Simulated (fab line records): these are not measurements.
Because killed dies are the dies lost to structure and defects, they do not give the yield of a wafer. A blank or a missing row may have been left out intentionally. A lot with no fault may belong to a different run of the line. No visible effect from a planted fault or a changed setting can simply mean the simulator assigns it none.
fab line records :: flow n5-finfet
record:
  lots: 7
  wafers: 18
  last-day: 17
route steps=1938 shown BEOL_M5@1179
lots with no fault: from the same line, run without faults
start-h: the number of hours between the record's first day and the start of the first shown wafer of the lot :: wait-h: how many hours have passed since the lot's step before this one :: " same as the row above :: L1.1+2: a single row standing in for several wafers :: - value missing, or start not given :: * or withheld: withheld :: < > ~ a bound
route shown NAME@n: names a module that has steps shown in the file, with the first one's number in the route :: usual: the fault-free wafers' mean and standard deviation :: same: alike in all rows :: chamber/n: place in a boat :: sites: the reading at each site :: _std_site: how widely they spread, as a standard deviation :: _edge_site: outer sites' mean less inner sites' :: radius-mm: how far each site lies from the wafer's centre :: mask NAME#n: copy n :: behind: the tool/chamber that last shaped the wafer :: hold: reason for holding the lot/hours on hold/outcome of the hold :: device: the transistor (n, p or np) that didn't switch :: end of line: the same wafers' tests at the end of the route :: where a step has no rows: the recipe by itself :: killed: not the wafer's yield, but the dies lost to structure and defects at the first sort :: map: per-die view of a wafer (x killed, . not killed, _ where there is no die)
set.NAME: the setting as run; set.NAME@STEP: as run at that earlier step :: model.NAME: the simulator's own value behind a step, which no gauge read
lots at selected steps of the route; one table per step, one row per wafer
services: when a tool's chamber went out of use (start-h, in hours from the record's first day, below 0 if earlier), for how many hours, and the reason
== steps ==
step: N5_BEOL_M5_SPUTTER_83
recipe:
  material: Cu
  target-thk-a: 150
  temp-c: -20
  chamber-pressure-pa: 0.07
  power-w: withheld
  time-s: 27.62
usual:
  throttle-valve-pct: 30.2/1.1
lot.wafer: L218.1
tool: pvd-sputter-03
chamber: -
start-h: 194.27
wait-h: 0.5
throttle-valve-pct: 28.7

lot.wafer: L218.2
tool: pvd-sputter-03
chamber: -
start-h: 194.27
wait-h: 0.5
throttle-valve-pct: 30.5

lot.wafer: L218.5
tool: pvd-sputter-03
chamber: -
start-h: 194.27
wait-h: 0.5
throttle-valve-pct: 30.9

lot.wafer: L219.1
tool: pvd-sputter-03
chamber: -
start-h: 201.44
wait-h: 0.5
throttle-valve-pct: 29.8

lot.wafer: L219.2
tool: pvd-sputter-03
chamber: -
start-h: 201.44
wait-h: 0.5
throttle-valve-pct: 30.8

lot.wafer: L219.3
tool: pvd-sputter-03
chamber: -
start-h: 201.44
wait-h: 0.5
throttle-valve-pct: 31.0

lot.wafer: L222.4
tool: pvd-sputter-01
chamber: -
start-h: 219.96
wait-h: 0.5
throttle-valve-pct: 29.7

lot.wafer: L222.5
tool: pvd-sputter-01
chamber: -
start-h: 219.96
wait-h: 0.5
throttle-valve-pct: 30.7

lot.wafer: L224.1
tool: pvd-sputter-02
chamber: -
start-h: 235.48
wait-h: 0.5
throttle-valve-pct: 28.3

lot.wafer: L224.2
tool: pvd-sputter-02
chamber: -
start-h: 235.48
wait-h: 0.5
throttle-valve-pct: 30.4

lot.wafer: L227.1
tool: pvd-sputter-01
chamber: -
start-h: 249.73
wait-h: 0.5
throttle-valve-pct: 30.6

lot.wafer: L227.5
tool: pvd-sputter-01
chamber: -
start-h: 249.73
wait-h: 0.5
throttle-valve-pct: 30.5

lot.wafer: L232.2
tool: pvd-sputter-01
chamber: -
start-h: 275.99
wait-h: 0.5
throttle-valve-pct: 30.9

lot.wafer: L232.3
tool: pvd-sputter-01
chamber: -
start-h: 275.99
wait-h: 0.5
throttle-valve-pct: 29.8

lot.wafer: L232.6
tool: pvd-sputter-01
chamber: -
start-h: 275.99
wait-h: 0.5
throttle-valve-pct: 30.6

lot.wafer: L234.1
tool: pvd-sputter-02
chamber: -
start-h: 293.33
wait-h: 0.5
throttle-valve-pct: 30.7

lot.wafer: L234.2
tool: pvd-sputter-02
chamber: -
start-h: 293.33
wait-h: 0.5
throttle-valve-pct: 30.2

lot.wafer: L234.4
tool: pvd-sputter-02
chamber: -
start-h: 293.33
wait-h: 0.5
throttle-valve-pct: 28.2
step: N5_BEOL_M5_ANNEAL_84
recipe:
  temp-c: 400
  time-s: 1800
  ambient: vacuum
usual:
  heater-power-w: 825/85
lot.wafer: L218.1
tool: pvd-sputter-03
chamber: -
start-h: 194.35
wait-h: 0.0
heater-power-w: 857

lot.wafer: L218.2
tool: pvd-sputter-03
chamber: -
start-h: 194.35
wait-h: 0.0
heater-power-w: 778

lot.wafer: L218.5
tool: pvd-sputter-03
chamber: -
start-h: 194.35
wait-h: 0.0
heater-power-w: 691

lot.wafer: L219.1
tool: pvd-sputter-03
chamber: -
start-h: 201.52
wait-h: 0.0
heater-power-w: 809

lot.wafer: L219.2
tool: pvd-sputter-03
chamber: -
start-h: 201.52
wait-h: 0.0
heater-power-w: 789

lot.wafer: L219.3
tool: pvd-sputter-03
chamber: -
start-h: 201.52
wait-h: 0.0
heater-power-w: 715

lot.wafer: L222.4
tool: pvd-sputter-01
chamber: -
start-h: 220.04
wait-h: 0.0
heater-power-w: 806

lot.wafer: L222.5
tool: pvd-sputter-01
chamber: -
start-h: 220.04
wait-h: 0.0
heater-power-w: 847

lot.wafer: L224.1
tool: pvd-sputter-02
chamber: -
start-h: 235.56
wait-h: 0.0
heater-power-w: 884

lot.wafer: L224.2
tool: pvd-sputter-02
chamber: -
start-h: 235.56
wait-h: 0.0
heater-power-w: 991

lot.wafer: L227.1
tool: pvd-sputter-01
chamber: -
start-h: 249.81
wait-h: 0.0
heater-power-w: 879

lot.wafer: L227.5
tool: pvd-sputter-01
chamber: -
start-h: 249.81
wait-h: 0.0
heater-power-w: 842

lot.wafer: L232.2
tool: pvd-sputter-01
chamber: -
start-h: 276.07
wait-h: 0.0
heater-power-w: 870

lot.wafer: L232.3
tool: pvd-sputter-01
chamber: -
start-h: 276.07
wait-h: 0.0
heater-power-w: 810

lot.wafer: L232.6
tool: pvd-sputter-01
chamber: -
start-h: 276.07
wait-h: 0.0
heater-power-w: 860

lot.wafer: L234.1
tool: pvd-sputter-02
chamber: -
start-h: 293.41
wait-h: 0.0
heater-power-w: 982

lot.wafer: L234.2
tool: pvd-sputter-02
chamber: -
start-h: 293.41
wait-h: 0.0
heater-power-w: 789

lot.wafer: L234.4
tool: pvd-sputter-02
chamber: -
start-h: 293.41
wait-h: 0.0
heater-power-w: 889
step: N5_BEOL_M5_SPUTTER_88
recipe:
  material: Cu
  target-thk-a: 150
  temp-c: -20
  chamber-pressure-pa: 0.07
  power-w: withheld
  time-s: 27.62
usual:
  throttle-valve-pct: 30.2/1.1
lot.wafer: L218.1
tool: pvd-sputter-03
chamber: -
start-h: 195.35
wait-h: 0.5
throttle-valve-pct: 29.0

lot.wafer: L218.2
tool: pvd-sputter-03
chamber: -
start-h: 195.35
wait-h: 0.5
throttle-valve-pct: 30.4

lot.wafer: L218.5
tool: pvd-sputter-03
chamber: -
start-h: 195.35
wait-h: 0.5
throttle-valve-pct: 30.9

lot.wafer: L219.1
tool: pvd-sputter-03
chamber: -
start-h: 202.52
wait-h: 0.5
throttle-valve-pct: 29.9

lot.wafer: L219.2
tool: pvd-sputter-03
chamber: -
start-h: 202.52
wait-h: 0.5
throttle-valve-pct: 30.6

lot.wafer: L219.3
tool: pvd-sputter-03
chamber: -
start-h: 202.52
wait-h: 0.5
throttle-valve-pct: 30.9

lot.wafer: L222.4
tool: pvd-sputter-01
chamber: -
start-h: 221.05
wait-h: 0.5
throttle-valve-pct: 29.9

lot.wafer: L222.5
tool: pvd-sputter-01
chamber: -
start-h: 221.05
wait-h: 0.5
throttle-valve-pct: 30.8

lot.wafer: L224.1
tool: pvd-sputter-02
chamber: -
start-h: 236.57
wait-h: 0.5
throttle-valve-pct: 27.9

lot.wafer: L224.2
tool: pvd-sputter-02
chamber: -
start-h: 236.57
wait-h: 0.5
throttle-valve-pct: 30.6

lot.wafer: L227.1
tool: pvd-sputter-01
chamber: -
start-h: 250.82
wait-h: 0.5
throttle-valve-pct: 30.6

lot.wafer: L227.5
tool: pvd-sputter-01
chamber: -
start-h: 250.82
wait-h: 0.5
throttle-valve-pct: 30.7

lot.wafer: L232.2
tool: pvd-sputter-01
chamber: -
start-h: 277.08
wait-h: 0.5
throttle-valve-pct: 30.8

lot.wafer: L232.3
tool: pvd-sputter-01
chamber: -
start-h: 277.08
wait-h: 0.5
throttle-valve-pct: 29.7

lot.wafer: L232.6
tool: pvd-sputter-01
chamber: -
start-h: 277.08
wait-h: 0.5
throttle-valve-pct: 30.6

lot.wafer: L234.1
tool: pvd-sputter-02
chamber: -
start-h: 294.42
wait-h: 0.5
throttle-valve-pct: 30.7

lot.wafer: L234.2
tool: pvd-sputter-02
chamber: -
start-h: 294.42
wait-h: 0.5
throttle-valve-pct: 30.1

lot.wafer: L234.4
tool: pvd-sputter-02
chamber: -
start-h: 294.42
wait-h: 0.5
throttle-valve-pct: 28.2
step: N5_BEOL_M5_ANNEAL_89
recipe:
  temp-c: 400
  time-s: 1800
  ambient: vacuum
step: N5_BEOL_M5_SPUTTER_90
recipe:
  material: Cu
  target-thk-a: 45
  temp-c: -20
  chamber-pressure-pa: 0.07
  power-w: withheld
  time-s: 8.29
step: N5_BEOL_M5_ECD_50
recipe:
  material: Cu
  target-thk-a: 3000
step: N5_BEOL_M5_ANNEAL_51
recipe:
  temp-c: 225
  time-s: 90
  ambient: N2
usual:
  anneal-temp-c-max: 226.4/0.41
  wafer_temp_C_max: 225.94/0.21
lot.wafer: L218.1
tool: rtp-anneal-01
chamber: 0
start-h: 196.64
wait-h: 0.1
anneal-temp-c-max: 226.4
wafer_temp_C_max: 225.84

lot.wafer: L218.2
tool: rtp-anneal-01
chamber: 0
start-h: 196.64
wait-h: 0.1
anneal-temp-c-max: 226.5
wafer_temp_C_max: 225.91

lot.wafer: L218.5
tool: rtp-anneal-01
chamber: 0
start-h: 196.64
wait-h: 0.1
anneal-temp-c-max: 226.7
wafer_temp_C_max: 225.96

lot.wafer: L219.1
tool: rtp-anneal-01
chamber: 0
start-h: 203.81
wait-h: 0.1
anneal-temp-c-max: 226.2
wafer_temp_C_max: 226.12

lot.wafer: L219.2
tool: rtp-anneal-01
chamber: 0
start-h: 203.81
wait-h: 0.1
anneal-temp-c-max: 226.3
wafer_temp_C_max: 225.96

lot.wafer: L219.3
tool: rtp-anneal-01
chamber: 0
start-h: 203.81
wait-h: 0.1
anneal-temp-c-max: 226.3
wafer_temp_C_max: 226.05

lot.wafer: L222.4
tool: rtp-anneal-02
chamber: 0
start-h: 222.47
wait-h: 0.2
anneal-temp-c-max: 226.1
wafer_temp_C_max: 226.15

lot.wafer: L222.5
tool: rtp-anneal-02
chamber: 0
start-h: 222.47
wait-h: 0.2
anneal-temp-c-max: 225.9
wafer_temp_C_max: 225.86

lot.wafer: L224.1
tool: rtp-anneal-01
chamber: 0
start-h: 238.37
wait-h: 0.6
anneal-temp-c-max: 226.4
wafer_temp_C_max: 225.90

lot.wafer: L224.2
tool: rtp-anneal-01
chamber: 0
start-h: 238.37
wait-h: 0.6
anneal-temp-c-max: 226.7
wafer_temp_C_max: 225.51

lot.wafer: L227.1
tool: rtp-anneal-01
chamber: 0
start-h: 252.11
wait-h: 0.1
anneal-temp-c-max: 226.6
wafer_temp_C_max: 226.11

lot.wafer: L227.5
tool: rtp-anneal-01
chamber: 0
start-h: 252.11
wait-h: 0.1
anneal-temp-c-max: 226.8
wafer_temp_C_max: 226.10

lot.wafer: L232.2
tool: rtp-anneal-02
chamber: 0
start-h: 278.41
wait-h: 0.1
anneal-temp-c-max: 225.8
wafer_temp_C_max: 225.78

lot.wafer: L232.3
tool: rtp-anneal-02
chamber: 0
start-h: 278.41
wait-h: 0.1
anneal-temp-c-max: 225.8
wafer_temp_C_max: 225.72

lot.wafer: L232.6
tool: rtp-anneal-02
chamber: 0
start-h: 278.41
wait-h: 0.1
anneal-temp-c-max: 226.0
wafer_temp_C_max: 225.66

lot.wafer: L234.1
tool: rtp-anneal-02
chamber: 0
start-h: 295.71
wait-h: 0.1
anneal-temp-c-max: 225.7
wafer_temp_C_max: 225.53

lot.wafer: L234.2
tool: rtp-anneal-02
chamber: 0
start-h: 295.71
wait-h: 0.1
anneal-temp-c-max: 225.8
wafer_temp_C_max: 226.01

lot.wafer: L234.4
tool: rtp-anneal-02
chamber: 0
start-h: 295.71
wait-h: 0.1
anneal-temp-c-max: 226.0
wafer_temp_C_max: 225.98
step: N5_BEOL_M5_CMP_52
recipe:
  stop-on: SiCOH_lowk
  t-overpolish-s: 6.9
  down-force-psi: 1
  platen-rpm: 50
  clearing-platen-down-force-psi: 1.5
  clearing-platen-rpm: 50
  post-cmp-clean: cu-alkaline
  target-thk-nm: 62
  clearing-platen-pad-velocity-m-s: 0.99484
  pad-velocity-m-s: 0.99484
usual:
  barrier-field-endpoint-s: 24.7/0.49
  motor-current-A: 5.9/0.54
  overpolish-run-s: 6.899/0.0093
  pad-life-wafers: 808/520
  platen-rpm: 50.00/0.034
  time-to-endpoint-s: 62.6/2.3
lot.wafer: L218.2
tool: cmp-02
chamber: 3
start-h: 196.94
wait-h: 0.2
barrier-field-endpoint-s: 24.7
motor-current-A: 5.8
overpolish-run-s: 6.879
pad-life-wafers: 342
platen-rpm: 50.03
time-to-endpoint-s: 59.8

lot.wafer: L218.1
tool: cmp-02
chamber: 0
start-h: 196.94
wait-h: 0.2
barrier-field-endpoint-s: 25.2
motor-current-A: 6.5
overpolish-run-s: 6.900
pad-life-wafers: 343
platen-rpm: 50.03
time-to-endpoint-s: 61.3

lot.wafer: L218.5
tool: cmp-02
chamber: 0
start-h: 196.94
wait-h: 0.2
barrier-field-endpoint-s: 25.1
motor-current-A: 6.7
overpolish-run-s: 6.893
pad-life-wafers: -
platen-rpm: 50.04
time-to-endpoint-s: 60.6

lot.wafer: L219.1
tool: cmp-01
chamber: 0
start-h: 204.12
wait-h: 0.3
barrier-field-endpoint-s: 24.5
motor-current-A: 6.3
overpolish-run-s: 6.898
pad-life-wafers: 1374
platen-rpm: 49.99
time-to-endpoint-s: 60.7

lot.wafer: L219.2
tool: cmp-01
chamber: 1
start-h: 204.12
wait-h: 0.3
barrier-field-endpoint-s: 24.9
motor-current-A: 6.6
overpolish-run-s: 6.905
pad-life-wafers: 1375
platen-rpm: 50.07
time-to-endpoint-s: 59.9

lot.wafer: L219.3
tool: cmp-01
chamber: 2
start-h: 204.12
wait-h: 0.3
barrier-field-endpoint-s: 24.4
motor-current-A: 6.5
overpolish-run-s: 6.893
pad-life-wafers: 1376
platen-rpm: 49.98
time-to-endpoint-s: 60.8

lot.wafer: L222.4
tool: cmp-02
chamber: 2
start-h: 222.75
wait-h: 0.2
barrier-field-endpoint-s: 24.5
motor-current-A: 5.6
overpolish-run-s: 6.895
pad-life-wafers: 531
platen-rpm: 50.01
time-to-endpoint-s: 62.0

lot.wafer: L222.5
tool: cmp-02
chamber: 0
start-h: 222.75
wait-h: 0.2
barrier-field-endpoint-s: 24.9
motor-current-A: 6.1
overpolish-run-s: 6.899
pad-life-wafers: -
platen-rpm: 50.01
time-to-endpoint-s: 61.4

lot.wafer: L224.2
tool: cmp-02
chamber: 2
start-h: 238.68
wait-h: 0.2
barrier-field-endpoint-s: 24.7
motor-current-A: 5.9
overpolish-run-s: 6.903
pad-life-wafers: 678
platen-rpm: 49.99
time-to-endpoint-s: 62.6

lot.wafer: L224.1
tool: cmp-02
chamber: 3
start-h: 238.68
wait-h: 0.2
barrier-field-endpoint-s: 24.2
motor-current-A: 5.8
overpolish-run-s: 6.899
pad-life-wafers: 679
platen-rpm: 49.98
time-to-endpoint-s: 60.5

lot.wafer: L227.1
tool: cmp-02
chamber: 0
start-h: 252.53
wait-h: 0.4
barrier-field-endpoint-s: 25.0
motor-current-A: 6.2
overpolish-run-s: 6.901
pad-life-wafers: 807
platen-rpm: 50.03
time-to-endpoint-s: 63.3

lot.wafer: L227.5
tool: cmp-02
chamber: 1
start-h: 252.53
wait-h: 0.4
barrier-field-endpoint-s: 25.0
motor-current-A: 5.9
overpolish-run-s: 6.884
pad-life-wafers: -
platen-rpm: 50.04
time-to-endpoint-s: 64.3

lot.wafer: L232.3
tool: cmp-02
chamber: 2
start-h: 278.87
wait-h: 0.4
barrier-field-endpoint-s: 24.2
motor-current-A: 5.5
overpolish-run-s: 6.905
pad-life-wafers: 1020
platen-rpm: 50.00
time-to-endpoint-s: 63.9

lot.wafer: L232.2
tool: cmp-02
chamber: 3
start-h: 278.87
wait-h: 0.4
barrier-field-endpoint-s: 23.7
motor-current-A: 6.0
overpolish-run-s: 6.894
pad-life-wafers: 1021
platen-rpm: 50.03
time-to-endpoint-s: 62.1

lot.wafer: L232.6
tool: cmp-02
chamber: 2
start-h: 278.87
wait-h: 0.4
barrier-field-endpoint-s: 24.2
motor-current-A: 5.7
overpolish-run-s: 6.896
pad-life-wafers: -
platen-rpm: 50.11
time-to-endpoint-s: 61.8

lot.wafer: L234.4
tool: cmp-02
chamber: 1
start-h: 296.05
wait-h: 0.2
barrier-field-endpoint-s: 25.3
motor-current-A: 5.7
overpolish-run-s: 6.904
pad-life-wafers: 1165
platen-rpm: 50.08
time-to-endpoint-s: 62.9

lot.wafer: L234.2
tool: cmp-02
chamber: 2
start-h: 296.05
wait-h: 0.2
barrier-field-endpoint-s: 25.2
motor-current-A: 5.7
overpolish-run-s: 6.905
pad-life-wafers: 1166
platen-rpm: 50.01
time-to-endpoint-s: 62.0

lot.wafer: L234.1
tool: cmp-02
chamber: 3
start-h: 296.05
wait-h: 0.2
barrier-field-endpoint-s: 24.0
motor-current-A: 5.9
overpolish-run-s: 6.901
pad-life-wafers: 1167
platen-rpm: 49.99
time-to-endpoint-s: 61.0
step: N5_BEOL_M5_THK_MEAS_53
recipe:
  thk-meas-gauge: xrf
  reads: Cu_of_BEOL_M5_ECD_50
usual:
  M5_THK: 61.7/1.8
lot.wafer: L218.1
tool: film-metro-02
chamber: -
start-h: 197.24
wait-h: -
M5_THK[nm]: 58.9

lot.wafer: L218.2
tool: film-metro-02
chamber: -
start-h: 197.24
wait-h: -
M5_THK[nm]: 57.5

lot.wafer: L218.5
tool: film-metro-02
chamber: -
start-h: 197.24
wait-h: -
M5_THK[nm]: 60.1

lot.wafer: L219.1
tool: film-metro-02
chamber: -
start-h: 204.42
wait-h: -
M5_THK[nm]: 63.8

lot.wafer: L219.2
tool: film-metro-02
chamber: -
start-h: 204.42
wait-h: -
M5_THK[nm]: 63.3

lot.wafer: L219.3
tool: film-metro-02
chamber: -
start-h: 204.42
wait-h: -
M5_THK[nm]: 62.2

lot.wafer: L222.4
tool: film-metro-01
chamber: -
start-h: 222.93
wait-h: -
M5_THK[nm]: 61.8

lot.wafer: L222.5
tool: film-metro-01
chamber: -
start-h: 222.93
wait-h: -
M5_THK[nm]: 62.8

lot.wafer: L224.1
tool: film-metro-02
chamber: -
start-h: 238.98
wait-h: -
M5_THK[nm]: 59.7

lot.wafer: L224.2
tool: film-metro-02
chamber: -
start-h: 238.98
wait-h: -
M5_THK[nm]: 62.7

lot.wafer: L227.1
tool: film-metro-02
chamber: -
start-h: 252.71
wait-h: -
M5_THK[nm]: 61.0

lot.wafer: L227.5
tool: film-metro-02
chamber: -
start-h: 252.71
wait-h: -
M5_THK[nm]: 61.4

lot.wafer: L232.2
tool: film-metro-02
chamber: -
start-h: 279.17
wait-h: -
M5_THK[nm]: 60.8

lot.wafer: L232.3
tool: film-metro-02
chamber: -
start-h: 279.17
wait-h: -
M5_THK[nm]: 62.3

lot.wafer: L232.6
tool: film-metro-02
chamber: -
start-h: 279.17
wait-h: -
M5_THK[nm]: 60.4

lot.wafer: L234.1
tool: film-metro-02
chamber: -
start-h: 296.30
wait-h: -
M5_THK[nm]: 60.2

lot.wafer: L234.2
tool: film-metro-02
chamber: -
start-h: 296.30
wait-h: -
M5_THK[nm]: 59.1

lot.wafer: L234.4
tool: film-metro-02
chamber: -
start-h: 296.30
wait-h: -
M5_THK[nm]: 60.1
step: N5_BEOL_M5_PRE_CLEAN_77
recipe:
  gas: NH3/H2
  time-s: 15
  temp-c: *
  rf-power-w: 300
step: N5_BEOL_M5_CO_CAP_78
recipe:
  material: Co
  target-thk-a: 20
  temp-c: 200
  precursor: CCTBA/H2
  pressure-torr: 30
  time-s: 102.1
step: N5_BEOL_M5_PRE_CLEAN_55
recipe:
  gas: NH3
  time-s: 15
  temp-c: withheld
  rf-power-w: 300
step: N5_BEOL_M5_DEP_56
recipe:
  material: SiCN
  target-thk-a: 80
  temp-c: withheld
  precursor: 3MS/NH3
  pressure-torr: 3
  rf-w: 202
  time-s: 14
usual:
  showerhead-plenum-p-Torr: 3.654/0.011
  throttle-valve-pct: 9.1/0.67
lot.wafer: L218.1
tool: pecvd-01
chamber: 0
start-h: 197.43
wait-h: 0.0
showerhead-plenum-p-Torr: 3.651
throttle-valve-pct: 9.8
model.SiCN_of_BEOL_M5_DEP_56.thk-nm: 7.8

lot.wafer: L218.2
tool: pecvd-01
chamber: 1
start-h: 197.43
wait-h: 0.0
showerhead-plenum-p-Torr: 3.654
throttle-valve-pct: 8.6
model.SiCN_of_BEOL_M5_DEP_56.thk-nm: 7.8

lot.wafer: L218.5
tool: pecvd-01
chamber: 0
start-h: 197.43
wait-h: 0.0
showerhead-plenum-p-Torr: 3.652
throttle-valve-pct: 9.9
model.SiCN_of_BEOL_M5_DEP_56.thk-nm: 7.8

lot.wafer: L219.1
tool: pecvd-04
chamber: 0
start-h: 204.61
wait-h: 0.0
showerhead-plenum-p-Torr: 3.656
throttle-valve-pct: 8.9
model.SiCN_of_BEOL_M5_DEP_56.thk-nm: 8

lot.wafer: L219.2
tool: pecvd-04
chamber: 2
start-h: 204.61
wait-h: 0.0
showerhead-plenum-p-Torr: 3.634
throttle-valve-pct: 9.0
model.SiCN_of_BEOL_M5_DEP_56.thk-nm: 7.6

lot.wafer: L219.3
tool: pecvd-04
chamber: 1
start-h: 204.61
wait-h: 0.0
showerhead-plenum-p-Torr: 3.658
throttle-valve-pct: 8.7
model.SiCN_of_BEOL_M5_DEP_56.thk-nm: 8

lot.wafer: L222.4
tool: pecvd-04
chamber: 0
start-h: 223.14
wait-h: 0.0
showerhead-plenum-p-Torr: 3.676
throttle-valve-pct: 9.1
model.SiCN_of_BEOL_M5_DEP_56.thk-nm: 8.2

lot.wafer: L222.5
tool: pecvd-04
chamber: 2
start-h: 223.14
wait-h: 0.0
showerhead-plenum-p-Torr: 3.638
throttle-valve-pct: 8.9
model.SiCN_of_BEOL_M5_DEP_56.thk-nm: 13

lot.wafer: L224.1
tool: pecvd-04
chamber: 1
start-h: 239.19
wait-h: 0.0
showerhead-plenum-p-Torr: 3.658
throttle-valve-pct: 8.8
model.SiCN_of_BEOL_M5_DEP_56.thk-nm: 8

lot.wafer: L224.2
tool: pecvd-04
chamber: 0
start-h: 239.19
wait-h: 0.0
showerhead-plenum-p-Torr: 3.674
throttle-valve-pct: 9.1
model.SiCN_of_BEOL_M5_DEP_56.thk-nm: 12.8

lot.wafer: L227.1
tool: pecvd-04
chamber: 1
start-h: 252.91
wait-h: 0.0
showerhead-plenum-p-Torr: 3.654
throttle-valve-pct: 8.4
model.SiCN_of_BEOL_M5_DEP_56.thk-nm: 7.8

lot.wafer: L227.5
tool: pecvd-04
chamber: 0
start-h: 252.91
wait-h: 0.0
showerhead-plenum-p-Torr: 3.661
throttle-valve-pct: 9.2
model.SiCN_of_BEOL_M5_DEP_56.thk-nm: 12.8

lot.wafer: L232.2
tool: pecvd-03
chamber: 0
start-h: 279.36
wait-h: 0.0
showerhead-plenum-p-Torr: 3.653
throttle-valve-pct: 10.1
model.SiCN_of_BEOL_M5_DEP_56.thk-nm: 8

lot.wafer: L232.3
tool: pecvd-03
chamber: 2
start-h: 279.36
wait-h: 0.0
showerhead-plenum-p-Torr: 3.647
throttle-valve-pct: 7.8
model.SiCN_of_BEOL_M5_DEP_56.thk-nm: 8.2

lot.wafer: L232.6
tool: pecvd-03
chamber: 2
start-h: 279.36
wait-h: 0.0
showerhead-plenum-p-Torr: 3.647
throttle-valve-pct: 7.9
model.SiCN_of_BEOL_M5_DEP_56.thk-nm: 8.2

lot.wafer: L234.1
tool: pecvd-01
chamber: 0
start-h: 296.50
wait-h: 0.0
showerhead-plenum-p-Torr: 3.656
throttle-valve-pct: 9.4
model.SiCN_of_BEOL_M5_DEP_56.thk-nm: 7.8

lot.wafer: L234.2
tool: pecvd-01
chamber: 1
start-h: 296.50
wait-h: 0.0
showerhead-plenum-p-Torr: 3.643
throttle-valve-pct: 9.0
model.SiCN_of_BEOL_M5_DEP_56.thk-nm: 8

lot.wafer: L234.4
tool: pecvd-01
chamber: 0
start-h: 296.50
wait-h: 0.0
showerhead-plenum-p-Torr: 3.663
throttle-valve-pct: 9.4
model.SiCN_of_BEOL_M5_DEP_56.thk-nm: 8
step: N5_BEOL_M5_RS_MEAS_57
recipe:
  thk-meas-gauge: four-point-probe
  reads: Co_of_BEOL_M5_CO_CAP_78+Cu_of_BEOL_M5_ECD_50+Co_of_BEOL_M5_CVD_47+TaN_of_BEOL_M5_ALD_86
usual:
  M5_RS: 0.385/0.013
lot.wafer: L218.1
tool: film-metro-02
chamber: -
start-h: 197.50
wait-h: 0.0
M5_RS[ohm/sq]: 0.408

lot.wafer: L218.2
tool: film-metro-02
chamber: -
start-h: 197.50
wait-h: 0.0
M5_RS[ohm/sq]: 0.424

lot.wafer: L218.5
tool: film-metro-02
chamber: -
start-h: 197.50
wait-h: 0.0
M5_RS[ohm/sq]: 0.402

lot.wafer: L219.1
tool: film-metro-01
chamber: -
start-h: 204.68
wait-h: 0.0
M5_RS[ohm/sq]: 0.371

lot.wafer: L219.2
tool: film-metro-01
chamber: -
start-h: 204.68
wait-h: 0.0
M5_RS[ohm/sq]: 0.374

lot.wafer: L219.3
tool: film-metro-01
chamber: -
start-h: 204.68
wait-h: 0.0
M5_RS[ohm/sq]: 0.385

lot.wafer: L222.4
tool: film-metro-01
chamber: -
start-h: 223.19
wait-h: 0.0
M5_RS[ohm/sq]: 0.377

lot.wafer: L222.5
tool: film-metro-01
chamber: -
start-h: 223.19
wait-h: 0.0
M5_RS[ohm/sq]: 0.371

lot.wafer: L224.1
tool: film-metro-02
chamber: -
start-h: 239.25
wait-h: 0.0
M5_RS[ohm/sq]: 0.404

lot.wafer: L224.2
tool: film-metro-02
chamber: -
start-h: 239.25
wait-h: 0.0
M5_RS[ohm/sq]: 0.380

lot.wafer: L227.1
tool: film-metro-01
chamber: -
start-h: 252.97
wait-h: 0.0
M5_RS[ohm/sq]: 0.391

lot.wafer: L227.5
tool: film-metro-01
chamber: -
start-h: 252.97
wait-h: 0.0
M5_RS[ohm/sq]: 0.387

lot.wafer: L232.2
tool: film-metro-02
chamber: -
start-h: 279.43
wait-h: 0.1
M5_RS[ohm/sq]: 0.397

lot.wafer: L232.3
tool: film-metro-02
chamber: -
start-h: 279.43
wait-h: 0.1
M5_RS[ohm/sq]: 0.383

lot.wafer: L232.6
tool: film-metro-02
chamber: -
start-h: 279.43
wait-h: 0.1
M5_RS[ohm/sq]: 0.400

lot.wafer: L234.1
tool: film-metro-01
chamber: -
start-h: 296.56
wait-h: 0.0
M5_RS[ohm/sq]: 0.400

lot.wafer: L234.2
tool: film-metro-01
chamber: -
start-h: 296.56
wait-h: 0.0
M5_RS[ohm/sq]: 0.408

lot.wafer: L234.4
tool: film-metro-01
chamber: -
start-h: 296.56
wait-h: 0.0
M5_RS[ohm/sq]: 0.399
== services ==
tool: pecvd-04
chamber: -
start-h: 200.20
hours: 0.3
kind: repair

tool: pecvd-03
chamber: 2
start-h: 202.38
hours: -
kind: clean

tool: pecvd-03
chamber: 2
start-h: 202.38
hours: -
kind: consumable-replace:showerhead

tool: pecvd-03
chamber: 2
start-h: 202.38
hours: 29.0
kind: scheduled-down

tool: pecvd-03
chamber: 2
start-h: 202.38
hours: 29.0
kind: vent-cycle

tool: cmp-02
chamber: -
start-h: 215.18
hours: 2.3
kind: repair

tool: cmp-01
chamber: -
start-h: 230.12
hours: 0.3
kind: repair

tool: pecvd-04
chamber: 1
start-h: 230.26
hours: 5.5
kind: scheduled-down

tool: pecvd-01
chamber: 2
start-h: 234.74
hours: 4.8
kind: repair

tool: pecvd-01
chamber: 0
start-h: 247.98
hours: 5.0
kind: scheduled-down

tool: pecvd-04
chamber: 0
start-h: 254.36
hours: 4.9
kind: repair

tool: pecvd-01
chamber: 2
start-h: 257.52
hours: 2.1
kind: scheduled-down

tool: pecvd-04
chamber: 2
start-h: 259.74
hours: 5.0
kind: scheduled-down

tool: pecvd-03
chamber: 1
start-h: 275.23
hours: 2.1
kind: scheduled-down

tool: cmp-01
chamber: -
start-h: 277.20
hours: 1.9
kind: repair

tool: cmp-02
chamber: -
start-h: 288.98
hours: 0.9
kind: repair

tool: cmp-01
chamber: -
start-h: 292.69
hours: 1.4
kind: repair

tool: pecvd-03
chamber: 2
start-h: 293.15
hours: 5.0
kind: scheduled-down
== key ==
first-sign none at tools or gauges
model-effect:
  step: N5_BEOL_M5_DEP_56
  value: SiCN_of_BEOL_M5_DEP_56.thk-nm
  without: 8.067
  struck: 12.87
met-at N5_BEOL_M5_DEP_56
struck-wafers L222.5,L224.2,L227.5
onset-between 204.61 223.14
fault:
  kind: process-parameter-drift
  tool: pecvd-04
  chamber: -
  onset-h: 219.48
  steps: N5_BEOL_M5_DEP_56
  channel: time-s
  offset: *
  shape: step
  end-h: 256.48
  scope: struck-wafers-only
  acts-in: *
  stated: *
